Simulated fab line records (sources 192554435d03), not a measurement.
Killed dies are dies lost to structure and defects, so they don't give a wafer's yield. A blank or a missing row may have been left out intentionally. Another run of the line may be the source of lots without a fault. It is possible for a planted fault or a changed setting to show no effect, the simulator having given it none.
Chamber matching	flow n5Finfet	N5_BEOL_M5_PRE_CLEAN_77 on cvdCo-02 has 3 sister chambers
The step time 15 s. 6 wafers are shown with their chamber, then 12 later ones without.

EACH WAFER AND ITS CHAMBER
wafer	chamber	heaterPowerW (W)
L083.5	0	84
L084.3	2	56
L084.6	2	55
L085.2	1	143
L085.5	1	138
L085.6	0	84

WAFERS WITH NO CHAMBER GIVEN
wafer	heaterPowerW (W)
L086.1	56
L086.3	84
L086.5	143
L093.3	58
L093.4	57
L093.6	142
L095.2	85
L095.3	58
L095.4	84
L097.3	58
L097.5	84
L097.6	58

THE CHAMBER EACH PASSED THROUGH
wafer	from the rows above	in truth
L086.1	2	2
L086.3	0	0
L086.5	1	1
L093.3	2	2
L093.4	2	2
L093.6	1	1
L095.2	0	0
L095.3	2	2
L095.4	0	0
L097.3	2	2
L097.5	0	0
L097.6	2	2
Placed correctly: 12 of 12. Can't be placed from these rows: 0. Placed wrongly: 0.
How it was worked out, from the rows above alone: a wafer's distance from a chamber is the root of the sum, over the readings, of the square of ((its reading less the chamber's mean) divided by the reading's scatter). If the next closest chamber is less than 2 further off than the closest, the wafer can't be placed; otherwise it belongs to the closest. A chamber's mean is the mean of its shown wafers. How the scatter is found: for the shown wafers, subtract from each reading the mean of its chamber, square and add these, divide the total by (wafers less chambers), then take the root.
